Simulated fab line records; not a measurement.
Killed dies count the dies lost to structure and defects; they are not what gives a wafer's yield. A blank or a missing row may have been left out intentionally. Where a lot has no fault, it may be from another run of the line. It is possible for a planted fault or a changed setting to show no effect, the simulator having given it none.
Chamber matching | flow n5-finfet | rie-diel-05 running N5_BEOL_M9_STRIP_19: 4 sister chambers
The step strips in O2. 8 wafers are shown with their chamber, then 9 later ones without.

WAFERS WITH THEIR CHAMBER
wafer  | chamber | throttle-valve-pct (%) | showerhead-plenum-p-Torr (Torr)
L079.2 | 0       | 17.04                  | 2.15
L079.5 | 3       | 16.28                  | 2.23
L085.4 | 2       | 16.86                  | 2.10
L085.5 | 0       | 17.05                  | 2.15
L085.6 | 1       | 16.61                  | 2.16
L090.2 | 1       | 16.61                  | 2.15
L090.3 | 3       | 16.32                  | 2.22
L090.4 | 2       | 16.87                  | 2.10

WAFERS WITHOUT THEIR CHAMBER
wafer  | throttle-valve-pct (%) | showerhead-plenum-p-Torr (Torr)
L095.2 | 16.88                  | 2.09
L095.3 | 16.31                  | 2.22
L095.6 | 16.88                  | 2.09
L093.2 | 16.88                  | 2.09
L093.4 | 16.32                  | 2.22
L093.5 | 16.87                  | 2.09
L096.3 | 16.62                  | 2.15
L096.4 | 16.33                  | 2.22
L096.6 | 16.60                  | 2.15

CHAMBER TAKEN BY EACH
wafer  | from the rows above | in truth
L095.2 | 2                   | 2
L095.3 | 3                   | 3
L095.6 | 2                   | 2
L093.2 | 2                   | 2
L093.4 | 3                   | 3
L093.5 | 2                   | 2
L096.3 | 1                   | 1
L096.4 | 3                   | 3
L096.6 | 1                   | 1
Placed correctly: 9 of 9. Left unplaced by these rows: 0. Wrongly placed: 0.
How it was worked out, from the rows above alone: a wafer's distance from a chamber is the root of the sum, over the readings, of the square of ((its reading less the chamber's mean) divided by the reading's scatter). If the next closest chamber is less than 2 further off than the closest, the wafer can't be placed; otherwise it belongs to the closest. Each chamber's mean is taken over the wafers shown for it. How the scatter is found: for the shown wafers, subtract from each reading the mean of its chamber, square and add these, divide the total by (wafers less chambers), then take the root.
